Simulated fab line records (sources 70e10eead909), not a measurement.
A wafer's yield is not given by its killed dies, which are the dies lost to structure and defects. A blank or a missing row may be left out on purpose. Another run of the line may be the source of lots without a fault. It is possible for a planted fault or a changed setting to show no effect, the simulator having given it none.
Matching of chambers | flow nand harc | 4 sister chambers for NHARC_A_STAIRCASE_DESCUM_168 on rie diel-08
The step chemistry O2, time 3 s. 4 wafers are shown with their chamber, then 11 later ones without.

== EACH WAFER AND ITS CHAMBER ==
wafer  | chamber | drypump motor current A (A)
L088.1 | 3       | 6.3
L091.5 | 1       | 6.5
L091.6 | 2       | 5.5
L089.3 | 0       | 4.8

== WAFERS WHOSE CHAMBER IS MISSING ==
wafer  | drypump motor current A (A)
L089.5 | 6.5
L089.6 | 4.9
L090.1 | 6.2
L090.2 | 5.5
L090.3 | 4.8
L093.2 | 6.5
L093.4 | 4.8
L093.6 | 6.2
L097.1 | 4.9
L097.2 | 6.3
L097.5 | 5.5

== EACH ONE'S CHAMBER ==
wafer  | from the rows above | in truth
L089.5 | 1                   | 1
L089.6 | 0                   | 0
L090.1 | 3                   | 3
L090.2 | 2                   | 2
L090.3 | 0                   | 0
L093.2 | 1                   | 1
L093.4 | 0                   | 0
L093.6 | 3                   | 3
L097.1 | 0                   | 0
L097.2 | 3                   | 3
L097.5 | 2                   | 2
Placed correctly: 11 of 11. From these rows, 0 cannot be placed. Wrongly placed: 0.
How it was worked out, from the rows above alone: a wafer's distance from a chamber is the root of the sum, over the readings, of the square of ((its reading less the chamber's mean) divided by the reading's scatter). The wafer belongs to the nearest chamber; if the next one is less than 2 further off, it can't be placed. A chamber's mean is the mean of its shown wafers. The scatter (one wafer shown for each chamber): square how far every hidden wafer sits from the nearest shown wafer, average those squares and take the square root.
